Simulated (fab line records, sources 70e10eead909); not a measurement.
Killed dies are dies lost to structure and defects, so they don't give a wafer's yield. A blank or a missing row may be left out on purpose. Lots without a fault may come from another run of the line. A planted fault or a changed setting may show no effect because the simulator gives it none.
Chamber matching | flow nand_harc | NHARC_A_M0_PRE_CLEAN_31 on pecvd-01: 3 sister chambers
The step time 12 s. 3 wafers are shown with their chamber, then 7 later ones without.

WAFERS WITH THEIR CHAMBER
wafer  | chamber | heater_power_w (W)
L804.1 | 0       | 738
L809.3 | 1       | 680
L809.5 | 2       | 611

WAFERS WITHOUT THEIR CHAMBER
wafer  | heater_power_w (W)
L809.6 | 641
L814.1 | 669
L814.2 | 584
L814.4 | 580
L819.1 | 691
L819.3 | 579
L819.5 | 715

WHICH CHAMBER EACH WENT THROUGH
wafer  | from the rows above     | in truth
L809.6 | can't be placed: 2 or 1 | 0
L814.1 | can't be placed: 1 or 2 | 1
L814.2 | 2                       | 2
L814.4 | 2                       | 2
L819.1 | can't be placed: 1 or 0 | 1
L819.3 | 2                       | 2
L819.5 | can't be placed: 0 or 1 | 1
Placed correctly: 3 of 7. Can't be placed from these rows: 4 (the true chamber is among the candidates in 3). Placed wrongly: 0.
How it was worked out, from the rows above alone: a wafer's distance from a chamber is the root of the sum, over the readings, of the square of ((its reading less the chamber's mean) divided by the reading's scatter). The wafer belongs to the nearest chamber; if the next one is less than 2 further off, it can't be placed. A chamber's mean is the mean of its shown wafers. The scatter: with one shown wafer a chamber, the root of the mean of the squares of how far each hidden wafer lies from its nearest shown one.
